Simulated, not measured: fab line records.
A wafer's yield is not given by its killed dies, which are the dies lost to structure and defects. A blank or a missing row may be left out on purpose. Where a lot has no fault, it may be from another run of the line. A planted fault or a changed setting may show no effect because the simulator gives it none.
Matching of chambers || flow n5Finfet || aldSin-02 running N5_BEOL_M3_ALD_98: 4 sister chambers
The step deposits SiO2, target thk 2.5 nm, pulse time 1 s, co reactant pulse time 1 s. 7 wafers are shown with their chamber, then 7 later ones without.

== EACH WAFER AND ITS CHAMBER ==
{"wafer": "L080.5", "chamber": 1, "heaterPowerW (W)": 70, "susceptorTempC (C)": 99.84}
{"wafer": "L085.6", "chamber": 2, "heaterPowerW (W)": 73, "susceptorTempC (C)": 99.93}
{"wafer": "L087.1", "chamber": 3, "heaterPowerW (W)": 85, "susceptorTempC (C)": 100.07}
{"wafer": "L087.2", "chamber": 2, "heaterPowerW (W)": 73, "susceptorTempC (C)": 99.81}
{"wafer": "L087.6", "chamber": 3, "heaterPowerW (W)": 81, "susceptorTempC (C)": 100.04}
{"wafer": "L088.1", "chamber": 0, "heaterPowerW (W)": 79, "susceptorTempC (C)": 99.96}
{"wafer": "L088.4", "chamber": 0, "heaterPowerW (W)": 77, "susceptorTempC (C)": 100.02}

== WAFERS WITHOUT THEIR CHAMBER ==
{"wafer": "L088.6", "heaterPowerW (W)": 83, "susceptorTempC (C)": 99.89}
{"wafer": "L091.2", "heaterPowerW (W)": 77, "susceptorTempC (C)": 100.02}
{"wafer": "L091.4", "heaterPowerW (W)": 72, "susceptorTempC (C)": 99.92}
{"wafer": "L091.6", "heaterPowerW (W)": 81, "susceptorTempC (C)": 99.95}
{"wafer": "L093.1", "heaterPowerW (W)": 69, "susceptorTempC (C)": 99.92}
{"wafer": "L093.4", "heaterPowerW (W)": 74, "susceptorTempC (C)": 100.06}
{"wafer": "L093.6", "heaterPowerW (W)": 66, "susceptorTempC (C)": 100.10}

== EACH ONE'S CHAMBER ==
{"wafer": "L088.6", "from the rows above": "can't be placed: 3 or 0", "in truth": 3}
{"wafer": "L091.2", "from the rows above": 0, "in truth": 0}
{"wafer": "L091.4", "from the rows above": "can't be placed: 2 or 1", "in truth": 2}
{"wafer": "L091.6", "from the rows above": "can't be placed: 0 or 3", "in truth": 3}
{"wafer": "L093.1", "from the rows above": "can't be placed: 1 or 2", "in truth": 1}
{"wafer": "L093.4", "from the rows above": "can't be placed: 0 or 2 or 1", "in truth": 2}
{"wafer": "L093.6", "from the rows above": "can't be placed: 1 or 2 or 0", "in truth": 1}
Correct placement for 1 of the 7. Cannot be placed on the basis of these rows: 6; the candidates contain the true chamber in 6. Wrongly placed: 0.
How it was worked out, from the rows above alone: a wafer's distance from a chamber is the root of the sum, over the readings, of the square of ((its reading less the chamber's mean) divided by the reading's scatter). If the next closest chamber is less than 2 further off than the closest, the wafer can't be placed; otherwise it belongs to the closest. The mean given for a chamber averages the wafers shown for that chamber. How the scatter is found: for the shown wafers, subtract from each reading the mean of its chamber, square and add these, divide the total by (wafers less chambers), then take the root.
